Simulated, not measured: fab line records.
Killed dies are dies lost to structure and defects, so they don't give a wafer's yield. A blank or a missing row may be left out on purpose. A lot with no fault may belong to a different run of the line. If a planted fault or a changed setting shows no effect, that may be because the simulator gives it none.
Comparing a struck lot with a sound one    flow nand_harc    14 out of 1302 route steps
Sound: the wafers L198.1, L198.4, L198.6. The struck wafers were L212.1, L212.2, L212.6. The cause is named last.
Per side, at each step with rows, come the tool, then ch with its chambers, and then its first start. Under that, the readings that differ: sound wafers    struck wafers    difference of the means    sigmas: that difference in standard deviations of wafers without a fault.
alike: words and numbers the same on both sides, and readings whose means are apart by under 2 such deviations; not compared: readings that were withheld, readings missing a value for some wafer, numbers with overlapping values and no deviation given by the record, and bounds like >300 which may hide the same value.
The two part at a step that has a row with sigmas, a row that says differs or no value, or rows on one side only. Numbers that don't overlap but have no deviation are shown without sigmas and don't part them. Lack of a reading on every wafer of one side parts them only where that side has two or more wafers.

NHARC_P_GATE_RTA_82: time 30 s.
  sound on rtp_anneal-02 ch 0, day 6 03:55; struck on rtp_anneal-01 ch 0, day 12 02:50
  alike: lamp_power_pct, wafer_temp_C_max
NHARC_P_GATE_INSPECT_68:
  struck on defect_inspect-01, day 12 03:02; sound on defect_inspect-02, day 6 04:07
  alike: raw_defect_count
NHARC_P_CONTACT_DEP_30: deposits SiNx, target thk 30 nm.
  sound on pecvd-02 ch 0,1, day 6 04:11; struck on pecvd-04 ch 0,1,2, day 12 03:09
reading             sound        struck        difference  sigmas
heater_power_w (W)  517 528 668  1009 854 815  +322        +3
NHARC_P_CONTACT_DEP_00: deposits SiO2, target thk 500 nm.
  sound on pecvd-02 ch 0,1; struck on pecvd-04 ch 0,1,2
reading             sound        struck       difference  sigmas
heater_power_w (W)  395 423 566  868 666 553  +234        +2
  alike: throttle_valve_pct
NHARC_P_CONTACT_CMP_01: polishes SiO2, target thk 200 nm.
  sound on cmp-03 ch 0,1,2, day 6 04:55; struck on cmp-01 ch 1,3, day 12 03:50
reading              sound           struck          difference  sigmas
motor_current_A (A)  12.1 14.2 14.0  11.0 11.2 11.5  -2.2        -2
  alike: slurry_flow_ml_min
then, 6 steps without rows for these wafers: NHARC_P_CONTACT_SRD_03; NHARC_P_CONTACT_DEHYDRATE_04 (time 120 s); NHARC_P_CONTACT_HMDS_05 (time 30 s); NHARC_P_CONTACT_COAT_33 (time 75 s); NHARC_P_CONTACT_COAT_34 (time 65 s); NHARC_P_CONTACT_COAT_06 (resist thk 90 nm).
NHARC_P_CONTACT_SOFTBAKE_07: time 55 s.
  sound on litho_track-06 ch 0, day 6 05:00; struck on litho_track-04 ch 0, day 12 04:00
reading                   sound                 struck                difference  sigmas
heater_power_total_W (W)  188.38 188.36 188.33  222.57 222.95 222.45  +34.30      +99 or more
then, 1 step without rows for these wafers: NHARC_P_CONTACT_EBR_08.
-- jump in the record: it breaks off in module P_CONTACT and resumes in module END (first step shown: number 1302 of the route), and 18 days separate the struck wafers' starts before and after --
NHARC_END_SORT_01:
  sound on prober-02 ch 0, day 24 20:26; struck on prober-02 ch 0, day 30 08:49
  alike: killed_at_array, killed_at_other, killed_at_periphery, killed_dies, killed_open, killed_short

== WHERE THEY PART ==
First at NHARC_P_CONTACT_DEP_30; last, within this record, at NHARC_P_CONTACT_SOFTBAKE_07. Later steps at which nothing parts them and some readings are alike: NHARC_END_SORT_01.

WHY: the cause the simulator had injected
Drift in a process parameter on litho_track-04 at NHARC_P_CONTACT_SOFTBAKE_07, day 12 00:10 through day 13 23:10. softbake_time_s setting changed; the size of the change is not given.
